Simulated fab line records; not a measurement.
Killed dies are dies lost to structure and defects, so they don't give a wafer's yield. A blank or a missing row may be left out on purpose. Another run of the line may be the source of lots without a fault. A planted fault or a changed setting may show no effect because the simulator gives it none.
Comparing a struck lot with a sound one | flow n5 finfet | 36 out of 1938 route steps
Sound: wafers L686.1, L686.3, L686.4. Wafers struck: L677.2, L677.3, L677.6. The cause comes at the end.
At each step with rows: each side's tool, then ch and its chambers, then its first start. Under that, the readings that differ: sound wafers | struck wafers | difference of the means | sigmas: that difference in standard deviations of wafers without a fault.
alike: a reading whose means differ by less than 2 such deviations, as well as words and numbers matching on both sides. not compared: withheld readings; readings where some wafer has no value; bounds like >300 that might hide an equal value; numbers whose values overlap and for which the record gives no deviation.
A row with sigmas, a row that says differs or no value, or rows on one side alone: a step with any of these is where the two part. Numbers that don't overlap but have no deviation are shown without sigmas and don't part them. A reading that every wafer of one side lacks parts them only if that side has two wafers or more.

first, 9 steps without rows for these wafers: N5_STI_FIN_REVEAL_STRIP_35 (strips Si3N4 in H3PO4, target depth 4 nm, time 39 s); N5_STI_FIN_REVEAL_SRD_21 (time 30 s); N5_STI_FIN_REVEAL_OXIDATION_33 (chemistry O2 PLASMA REMOTE, time 20 s); N5_STI_FIN_REVEAL_CLEAN_19 (cleans in O3/DIW, time 120 s); N5_STI_FIN_REVEAL_SRD_23 (time 30 s); N5_STI_FIN_REVEAL_PRECLEAN_18 (cleans in SC2, time 45 s); N5_STI_FIN_REVEAL_SRD_28 (time 30 s); N5_DUMMY_GATE_PRECLEAN_00 (cleans in O3/DIW, time 60 s); N5_DUMMY_GATE_SRD_01 (time 30 s).
N5_DUMMY_GATE_ALD_02: deposits SiO2, target thk 2 nm, pulse time 1 s.
  sound on ald sin-04 ch 1,2,3, day 6 19:34; struck on ald sin-01 ch 0,1,3, day 4 12:23
  reading                                     | sound             | struck            | difference | sigmas
  precursor pulse height rel                  | 0.994 0.986 0.985 | 1.045 1.015 1.037 | +0.044     | +2
  model.SiO2_of_DUMMY_GATE_ALD_02.thk nm (nm) | 2 2 2             | 2.4 2.4 2.4       | +0.4       |
  alike: heater power w
then, 24 steps without rows for these wafers: N5_DUMMY_GATE_CVD_03 (deposits a-Si from SiH4, target thk 150 nm, time 8042 s); N5_DUMMY_GATE_PRECLEAN_46 (cleans in DIW, time 89.5 s); N5_DUMMY_GATE_SRD_47 (dry time 32 s); N5_DUMMY_GATE_CMP_04 (polishes a-Si); N5_DUMMY_GATE_HM_DEP_06 (deposits SiNx from DCS/NH3, target thk 80 nm, time 5141 s); N5_DUMMY_GATE_PECVD_30 (deposits SiO2 from TEOS/O2, target thk 55 nm, time 10.8 s); N5_DUMMY_GATE_COAT_34 (time 60 s, resist thk 60 nm); N5_DUMMY_GATE_COAT_35 (time 60 s, resist thk 10 nm); N5_DUMMY_GATE_COAT_28 (time 60 s, resist thk 10 nm); N5_DUMMY_GATE_COAT_09 (resist thk 30 nm); N5_DUMMY_GATE_EBR_11; N5_DUMMY_GATE_SOFTBAKE_10 (time 60 s); N5_DUMMY_GATE_EXPOSE_12 (exposes mask GATE, target cd 25 nm); N5_DUMMY_GATE_PEB_13 (peb time 60 s); N5_DUMMY_GATE_DEVELOP_14 (develop time 30 s); N5_DUMMY_GATE_DESCUM_20 (chemistry O2, time 6.2 s); N5_DUMMY_GATE_ETCH_29 (etches underlayer in N2/H2, target depth 13 nm); N5_DUMMY_GATE_ETCH_36 (etches SiARC in CF4, target depth 13 nm); N5_DUMMY_GATE_ETCH_37 (etches SOC in N2/H2, target depth 60 nm, overetch 30 nm); N5_DUMMY_GATE_STRIP_38 (strips in N2/H2); N5_DUMMY_GATE_STRIP_39 (strips in N2/H2); N5_DUMMY_GATE_TRIM_49 (chemistry O2, time 29 s, target cd 14 nm); N5_DUMMY_GATE_STRIP_40 (strips in CF4); N5_DUMMY_GATE_ETCH_31 (etches SiO2 in C4F6/O2, target depth 82.5 nm, time 27.5 s).
N5_DUMMY_GATE_ETCH_44: etches poly-Si in HBr/O2, stops on SiO2, target depth 127.5 nm.
  sound on rie si-06 ch 0,1,2, day 7 05:27; struck on rie si-02 ch 0,2, day 4 21:51
  reading                                     | sound | struck      | difference | sigmas
  model.SiO2_of_DUMMY_GATE_ALD_02.thk nm (nm) | 2 2 2 | 2.4 2.4 2.4 | +0.4       |
  alike: drypump motor current A, oes product au, throttle valve pct
  not compared: rf hours counter h
-- the record jumps here: 10 days lie between the struck wafers' starts before and after (it left off in module DUMMY_GATE and takes up again in module PASSIVATION, whose first step shown is number 1936 of the route) --
N5_PASSIVATION_PROBE_49:
  sound: prober-01 at day 16 20:37; struck: prober-02 at day 14 18:29
  reading            | sound    | struck | difference | sigmas
  killed_at_M0_to_M3 | 62 55 63 | 25 36  | -30        | -2
  killed_at_M4_up    | 8 6 6    | 19 19  | +12        | +2
  alike: killed at contacts, killed at front end, killed at other, killed dies, killed on rim, killed open, killed short

== WHERE THEY PART ==
First at N5_DUMMY_GATE_ALD_02; last, within this record, at N5_PASSIVATION_PROBE_49.

WHY: what the simulator had put in
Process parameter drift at N5_DUMMY_GATE_ALD_02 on ald sin-01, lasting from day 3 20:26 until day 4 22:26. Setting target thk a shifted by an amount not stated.
